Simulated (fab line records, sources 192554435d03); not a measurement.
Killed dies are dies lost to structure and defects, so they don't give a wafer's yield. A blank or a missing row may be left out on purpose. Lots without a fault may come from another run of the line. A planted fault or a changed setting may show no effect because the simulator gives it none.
Chamber matching | flow n5_finfet | N5_FIN_CUT_CUT_ETCH_28 on rie_si-06: 4 sister chambers
The step etches Si in HBr/Cl2/O2, target depth 6 nm, time 2.4 s. 14 wafers are shown with their chamber, then 7 later ones without.

WAFERS WITH THEIR CHAMBER
wafer  | chamber | drypump_motor_current_A (A) | oes_product_au (a.u.) | O2_flow_sccm (sccm)
L080.1 | 2       | 5.4                         | 0.987                 | 11.97
L080.3 | 0       | 5.8                         | 0.988                 | 12.05
L080.4 | 3       | 5.1                         | 1.007                 | 12.04
L081.1 | 3       | 5.1                         | 1.014                 | 11.99
L081.2 | 2       | 5.4                         | 0.984                 | 11.98
L081.4 | 1       | 5.4                         | 0.970                 | 12.00
L087.4 | 2       | 5.4                         | 0.984                 | 11.99
L087.5 | 1       | 5.4                         | 0.975                 | 12.03
L087.6 | 0       | 5.8                         | 0.995                 | 12.00
L090.1 | 0       | 5.8                         | 0.996                 | 11.98
L090.2 | 2       | 5.4                         | 0.975                 | 12.01
L090.4 | 3       | 5.0                         | 0.999                 | 11.98
L091.1 | 1       | 5.4                         | 0.973                 | 12.02
L091.3 | 0       | 5.8                         | 0.984                 | 12.01

SIGNATURES (means of the wafers above)
reading                 | chamber 0 | chamber 1 | chamber 2 | chamber 3 | scatter within a chamber
drypump_motor_current_A | 5.800     | 5.400     | 5.400     | 5.067     | 0.0258
oes_product_au          | 0.99075   | 0.97267   | 0.98250   | 1.00667   | 0.00552
O2_flow_sccm            | 12.0100   | 12.0167   | 11.9875   | 12.0033   | 0.0245
Rule: a wafer's distance from a chamber is the root of the sum, over the readings, of the square of ((its reading less the chamber's mean) divided by the reading's scatter). The wafer belongs to the nearest chamber; if the next one is less than 2 further off, it can't be placed. The scatter: the root of (the sum of the squares of (reading less its chamber's mean) over the shown wafers, divided by (wafers less chambers)).

WAFERS WITHOUT THEIR CHAMBER
wafer  | drypump_motor_current_A (A) | oes_product_au (a.u.) | O2_flow_sccm (sccm)
L091.6 | 5.8                         | 0.996                 | 12.04
L093.1 | 5.4                         | 0.979                 | 11.97
L093.3 | 5.8                         | 1.000                 | 12.00
L093.5 | 5.1                         | 1.010                 | 12.05
L094.1 | 5.5                         | 0.979                 | 11.94
L094.2 | 5.8                         | 1.005                 | 12.08
L094.5 | 5.5                         | 0.973                 | 12.00

WHICH CHAMBER EACH WENT THROUGH
wafer  | from the rows above     | in truth
L091.6 | 0                       | 0
L093.1 | can't be placed: 2 or 1 | 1
L093.3 | 0                       | 0
L093.5 | 3                       | 3
L094.1 | can't be placed: 2 or 1 | 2
L094.2 | 0                       | 0
L094.5 | can't be placed: 1 or 2 | 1
Placed correctly: 4 of 7. Can't be placed from these rows: 3 (the true chamber is among the candidates in 3). Placed wrongly: 0.
